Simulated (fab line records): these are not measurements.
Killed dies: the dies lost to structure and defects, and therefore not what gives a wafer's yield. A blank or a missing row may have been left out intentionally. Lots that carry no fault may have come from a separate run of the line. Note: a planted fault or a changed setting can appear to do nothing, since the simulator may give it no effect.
2 desks looking at one fault	flow nandHarc	each desk holds nothing but its own numbers, with what lay behind them at the end

## THE DEFECT DESK
Counts from the inspections along the route, per lot, as means over the sampled wafers that have a number. Any lot whose mean is over 4 standard deviations away from the usual mean is out of limits and marked OUT; that distance is given in the brackets.
Columns: A = rawDefectCount at NHARC_P_BONDPAD_INSPECT_23, usual 307
lot	first seen here	A
L502	day 7 03:41	221
L501	day 7 08:30	561
L503	day 7 11:46	239
L504	day 7 17:29	229
L505	day 7 18:30	245
L509	day 8 17:26	272
L511	day 9 21:29	209
L513	day 10 05:11	252
L516	day 10 19:47	300
L518	day 11 11:44	299
L519	day 11 12:01	281
L521	day 12 02:56	229
L522	day 12 03:55	453
This desk's verdict: no lot among the 13 shows anything out of limits.

## FROM THE METROLOGY DESK
What the gauges read, lot by lot, whatever tool the lot ran on: means of the sampled wafers that have a number. Any lot whose mean is over 4 standard deviations away from the usual mean is out of limits and marked OUT; that distance is given in the brackets.
Columns: A = thkNm at NHARC_A_ONON_D1_THK_MEAS_02, usual 999 nm
lot	first seen here	A
L502	day 8 03:38	1002
L501	day 8 08:55	1008
L503	day 8 12:21	1005
L505	day 8 20:05	870 (-13) OUT
L504	day 8 20:20	999
L509	day 9 19:19	771 (-23) OUT
L511	day 10 21:21	1004
L513	day 11 04:02	981
L516	day 11 17:59	1001
L518	day 12 11:53	994
L519	day 12 11:53	1026
L521	day 13 04:35	1006
L522	day 13 04:35	1002
This desk finds L505, L509 out of limits, L505 being first, at day 8 20:05 (thkNm at NHARC_A_ONON_D1_THK_MEAS_02). Within limits: L502, L501, L503, L504, L511, L513, L516, L518, L519, L521, L522.

## TAKEN TOGETHER
An alarm was possible from the metrology desk at day 8 20:05, on L505, L509.
Nothing the defect desk looked at was out of limits.
The defect desk has L505, L509 on record, within its limits.
The lots listed all ran NHARC_A_ONON_D1_DEP_00 on pecvdOnon-02.

## WHAT WAS PUT IN BY THE SIMULATOR
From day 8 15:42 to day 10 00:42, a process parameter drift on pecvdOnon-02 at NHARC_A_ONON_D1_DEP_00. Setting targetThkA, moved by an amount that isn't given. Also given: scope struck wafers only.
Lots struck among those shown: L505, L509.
Delay in hours, fault start to first out-of-limits reading, per desk: metrology desk 4.
